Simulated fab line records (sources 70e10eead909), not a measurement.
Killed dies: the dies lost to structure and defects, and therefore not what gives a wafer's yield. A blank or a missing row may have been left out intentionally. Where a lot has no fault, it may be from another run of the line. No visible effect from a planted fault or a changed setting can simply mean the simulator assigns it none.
fab line records	flow nand_harc	part 2 of 2: steps 5 to 6 of 6
record: lots: 23	wafers: 69	last_day: 33
route steps=1302 shown A_CHANNEL_FILL_D1@509 A_DECK1_JOINT@527 A_CHANNEL_HOLE_D2@587 A_CHANNEL_FILL_D2@614
lots that met no fault: from a run of the same line without faults
start_h: hours from the record's opening day to when the first of the lot's shown wafers began	wait_h: hours from the lot's prior step to this one	" the same as in the row above	L1.1+2: a single row standing in for several wafers	- no value, or no start was given	* or withheld: withheld	< > ~ a bound
route shown NAME@n: names a module that has steps shown in the file, with the first one's number in the route	usual: mean/standard deviation taken from wafers without a fault	same: alike in all rows	chamber/n: place in a boat	sites: the reading at each site	_std_site: the values' standard deviation	_edge_site: outer sites' mean less inner sites'	radius_mm: for every site, how far away it sits from the centre of the wafer	mask NAME#n: copy n	behind: tool/chamber where the wafer was last shaped	hold: why the lot was held/for how many hours/how that ended	device: whichever transistor did not switch (one of n, p or np)	end of line: tests run on the same wafers once the route is complete	step lacking rows: just its recipe	killed: at the first sort, the dies lost to defects and structure; wafer yield is something else	map: a wafer's dies, marking killed ones x, the rest . and places with no die _
set.NAME: the setting that was run; set.NAME@STEP: the one run at that earlier step	model.NAME: the simulator's own value behind a step, which no gauge read
the route's steps for a sample of lots (tables are steps, rows are wafers)
services: when a tool's chamber went out of use (start_h, in hours from the record's first day, below 0 if earlier), for how many hours, and the reason
== steps ==
step: NHARC_A_CHANNEL_HOLE_D2_ETCH_27
recipe: bias_v: 400	source_w: 2000	pressure_mtorr: 25	time_s: 90	ar_flow_sccm: 375	c4f8_flow_sccm: 41.7	o2_flow_sccm: 83.3	temp_c: -20	target_depth_a: 4000	chemistry: C4F8/O2/Ar
usual: c4f8_flow_sccm: 41.70/0.13	drypump_motor_current_A: 5.7/0.49	showerhead_plenum_p_Torr: 3.707/0.026	throttle_valve_pct: 27.620/0.0089
lot.wafer	tool	chamber	start_h	wait_h	c4f8_flow_sccm	drypump_motor_current_A	rf_hours_counter_h	showerhead_plenum_p_Torr	throttle_valve_pct
L075.2	har_etch-01	0	304.29	0.2	41.71	5.6	157	3.737	27.608
L075.3	"	1	"	"	41.77	5.7	-	3.737	27.629
L075.5	"	0	"	"	41.60	5.6	-	3.737	27.623
L074.2	har_etch-01	1	308.44	0.2	41.61	5.7	161	3.734	27.624
L074.4	"	1	"	"	41.56	5.7	-	3.735	27.629
L074.3	"	0	"	"	41.63	5.7	-	3.735	27.611
L076.1	har_etch-01	0	313.70	0.2	41.87	5.6	164	3.732	27.611
L076.5	"	1	"	"	41.83	5.7	-	3.732	27.625
L076.6	"	0	"	"	41.59	5.6	-	3.732	27.627
L078.2	har_etch-01	1	341.15	0.2	41.71	5.7	172	3.728	27.627
L078.4	"	0	"	"	41.74	5.6	-	3.728	27.622
L078.5	"	0	"	"	41.63	5.6	-	3.728	27.630
L077.1	har_etch-02	1	343.38	0.2	41.68	4.8	389	3.719	27.618
L077.5	"	0	"	"	41.59	6.4	-	3.765	27.628
L077.6	"	1	"	"	41.71	4.8	-	3.719	27.617
L079.2	har_etch-01	0	349.49	0.2	41.87	5.7	180	3.723	27.616
L079.4	"	1	"	"	41.70	5.7	-	3.724	27.629
L079.5	"	1	"	"	41.76	5.7	-	3.724	27.624
L080.3	har_etch-02	0	351.76	0.2	41.88	6.4	-	3.760	27.633
L080.4	"	1	"	"	41.70	4.8	-	3.715	27.627
L080.6	"	0	"	"	41.67	6.4	-	3.760	27.625
L081.4	har_etch-02	0	366.94	0.2	41.96	6.4	-	3.753	27.613
L081.5	"	1	"	"	41.87	4.8	-	3.708	27.625
L081.6	"	0	"	"	41.78	6.4	-	3.753	27.613
L083.1	har_etch-02	0	405.92	0.2	41.72	6.4	11	3.744	27.616
L083.2	"	1	"	"	41.71	4.8	11	3.700	27.610
L083.6	"	0	"	"	41.77	6.4	-	3.745	27.602
L084.2	har_etch-01	0	407.66	0.2	41.53	5.6	214	3.705	27.611
L084.3	"	1	"	"	41.69	5.7	-	3.704	27.627
L084.4	"	0	"	"	41.71	5.6	-	3.704	27.617
L086.2	har_etch-01	1	411.78	0.2	41.79	5.7	218	3.702	27.619
L086.1	"	0	"	"	41.86	5.6	218	3.702	27.608
L086.5	"	0	"	"	41.84	5.6	-	3.703	27.620
L085.1	har_etch-01	0	415.98	0.2	41.77	5.6	222	3.700	27.626
L085.4	"	0	"	"	41.73	5.7	-	3.699	27.631
L085.5	"	0	"	"	41.81	5.7	-	3.700	27.615
L087.1	har_etch-02	1	423.25	0.2	41.84	4.8	23	3.693	27.605
L087.2	"	0	"	"	41.69	6.4	23	3.739	27.626
L087.3	"	0	"	"	41.75	6.4	-	3.738	27.622
L088.1	har_etch-02	1	447.36	0.2	41.81	4.8	38	3.685	27.644
L088.3	"	1	"	"	41.74	4.8	-	3.685	27.635
L088.4	"	0	"	"	41.70	6.4	-	3.730	27.633
L090.1	har_etch-02	1	453.80	0.2	41.63	4.8	42	3.683	27.610
L090.4	"	0	"	"	41.76	6.4	-	3.728	27.624
L090.3	"	1	"	"	41.49	4.8	-	3.683	27.623
L089.1	har_etch-01	0	455.30	0.2	41.51	5.7	245	3.687	27.616
L089.2	"	1	"	"	41.86	5.7	245	3.688	27.605
L089.3	"	1	"	"	41.89	5.7	-	3.687	27.622
L092.1	har_etch-01	0	471.93	0.2	41.65	5.6	252	3.683	27.617
L092.2	"	1	"	"	41.69	5.7	252	3.683	27.605
L092.4	"	0	"	"	41.79	5.6	-	3.683	27.620
L091.1	har_etch-01	0	476.13	0.2	41.53	5.6	256	3.681	27.617
L091.3	"	0	"	"	41.60	5.6	-	3.681	27.615
L091.5	"	1	"	"	41.64	5.7	-	3.681	27.628
L093.1	har_etch-01	0	480.25	0.2	41.85	5.7	260	3.679	27.623
L093.3	"	1	"	"	41.73	5.7	-	3.679	27.615
L093.5	"	1	"	"	41.68	5.7	-	3.679	27.604
L095.1	har_etch-01	0	505.06	0.2	42.00	5.7	268	3.674	27.607
L095.3	"	1	"	"	41.68	5.7	-	3.674	27.612
L095.4	"	0	"	"	42.04	5.7	-	3.674	27.617
L094.1	har_etch-02	1	505.12	0.2	41.75	4.8	69	3.668	27.620
L094.4	"	1	"	"	41.74	4.8	-	3.668	27.606
L094.5	"	1	"	"	41.69	4.8	-	3.668	27.623
L097.1	har_etch-01	1	523.79	0.2	41.75	5.7	283	3.666	27.603
L097.5	"	0	"	"	41.57	5.6	-	3.666	27.627
L097.6	"	1	"	"	41.69	5.7	-	3.666	27.623
L096.1	har_etch-02	1	524.57	0.2	41.50	4.8	84	3.660	27.623
L096.2	"	0	"	"	41.53	6.4	84	3.704	27.628
L096.3	"	0	"	"	41.50	6.4	-	3.704	27.620
step: NHARC_A_CHANNEL_FILL_D2_ALD_14
recipe: target_thk_a: 25	pulse_time_s: 10	ald_cycles: 25	temp_c: 300	material: SiO2
usual: heater_power_w: 489/50	precursor_pulse_height_rel: 0.999/0.021
same: pulse_time_s: 10
lot.wafer	tool	chamber	start_h	wait_h	heater_power_w	precursor_pulse_height_rel
L075.3	ald_hk-02	1	314.86	1.6	518	1.026
L075.2	"	0	"	"	581	1.009
L075.5	"	2	"	"	452	0.975
L074.2	ald_hk-04	2	317.73	0.0	443	0.994
L074.4	"	3	"	"	465	0.989
L074.3	"	1	"	"	458	0.975
L076.1	ald_hk-04	1	322.92	0.1	478	1.010
L076.5	"	3	"	"	467	0.977
L076.6	"	0	"	"	602	0.975
L078.4	ald_hk-02	0	350.53	0.1	577	1.015
L078.2	"	1	"	"	514	0.987
L078.5	"	0	"	"	572	0.988
L077.1	ald_hk-01	0	354.85	1.1	470	0.958
L077.5	"	0	"	"	471	0.980
L077.6	"	1	"	"	512	1.019
L079.2	ald_hk-04	2	358.44	0.0	445	0.994
L079.4	"	1	"	"	469	0.979
L079.5	"	3	"	"	464	1.004
L080.4	ald_hk-04	0	361.98	0.1	602	1.028
L080.3	"	2	"	"	447	1.026
L080.6	"	3	"	"	466	1.022
L081.4	ald_hk-04	1	375.82	0.1	467	1.022
L081.5	"	0	"	"	591	0.998
L081.6	"	1	"	"	470	0.994
L083.1	ald_hk-04	0	415.42	0.0	584	1.020
L083.2	"	3	"	"	455	1.009
L083.6	"	0	"	"	599	0.997
L084.4	ald_hk-04	1	415.67	0.3	458	0.998
L084.3	"	2	"	"	464	1.015
L084.2	"	3	"	"	470	0.992
L086.2	ald_hk-01	1	420.81	0.1	523	1.030
L086.1	"	2	"	"	457	0.981
L086.5	"	0	"	"	476	1.023
L085.4	ald_hk-04	2	424.98	0.1	457	1.017
L085.1	"	0	"	"	598	1.022
L085.5	"	2	"	"	441	1.000
L087.3	ald_hk-04	2	432.40	0.1	443	1.042
L087.2	"	3	"	"	464	0.992
L087.1	"	0	"	"	593	1.017
L088.1	ald_hk-01	3	456.27	0.0	428	0.976
L088.3	"	1	"	"	531	0.975
L088.4	"	2	"	"	476	0.978
L090.1	ald_hk-02	0	462.72	0.0	535	0.991
L090.3	"	1	"	"	488	0.992
L090.4	"	3	"	"	511	0.963
L089.3	ald_hk-04	0	462.76	0.1	555	0.994
L089.1	"	1	"	"	455	1.010
L089.2	"	2	"	"	451	1.026
L092.4	ald_hk-02	2	480.91	0.0	457	0.998
L092.1	"	3	"	"	508	1.015
L092.2	"	0	"	"	531	0.988
L091.3	ald_hk-01	2	485.09	0.1	455	1.011
L091.1	"	0	"	"	457	0.990
L091.5	"	1	"	"	521	0.994
L093.1	ald_hk-04	3	489.50	0.4	435	0.984
L093.3	"	0	"	"	566	1.001
L093.5	"	2	"	"	460	0.969
L095.4	ald_hk-04	1	513.97	0.1	461	1.026
L095.3	"	2	"	"	449	0.985
L095.1	"	3	"	"	440	1.000
L094.4	ald_hk-04	0	514.19	0.3	580	1.021
L094.1	"	2	"	"	453	1.009
L094.5	"	0	"	"	561	1.007
L096.3	ald_hk-04	3	532.74	0.0	435	1.031
L096.1	"	0	"	"	558	0.967
L096.2	"	2	"	"	443	0.983
L097.1	ald_hk-02	2	532.77	0.1	457	1.023
L097.6	"	1	"	"	490	0.970
L097.5	"	2	"	"	450	0.981
== services ==
tool	chamber	start_h	hours	kind
cmp-01	-	225.29	0.4	repair
rie_diel-08	1	231.09	10.1	repair
cmp-01	-	234.99	1.7	repair
rie_diel-01	-	239.12	0.5	repair
cmp-03	-	239.68	1.0	repair
cmp-01	-	243.62	1.0	repair
rie_diel-11	-	255.58	9.0	pm
ald_hk-04	-	257.02	10.0	pm
cmp-01	-	259.11	2.5	repair
cmp-03	-	262.22	4.0	pm
cmp-03	-	343.98	0.5	repair
cmp-03	-	360.22	4.0	pm
rie_diel-08	-	367.80	9.0	pm
har_etch-02	-	377.00	17.0	pm
cmp-03	-	407.42	1.7	repair
rie_diel-08	2	420.37	5.7	repair
rie_diel-08	0	423.11	24.7	repair
rie_diel-11	-	432.58	9.0	pm
cmp-03	-	458.32	4.0	pm
cmp-03	-	489.22	1.5	repair
cmp-03	-	501.04	1.5	repair
cmp-03	-	507.32	0.5	repair
rie_diel-08	3	517.11	3.8	repair
rie_diel-11	2	528.84	11.9	repair
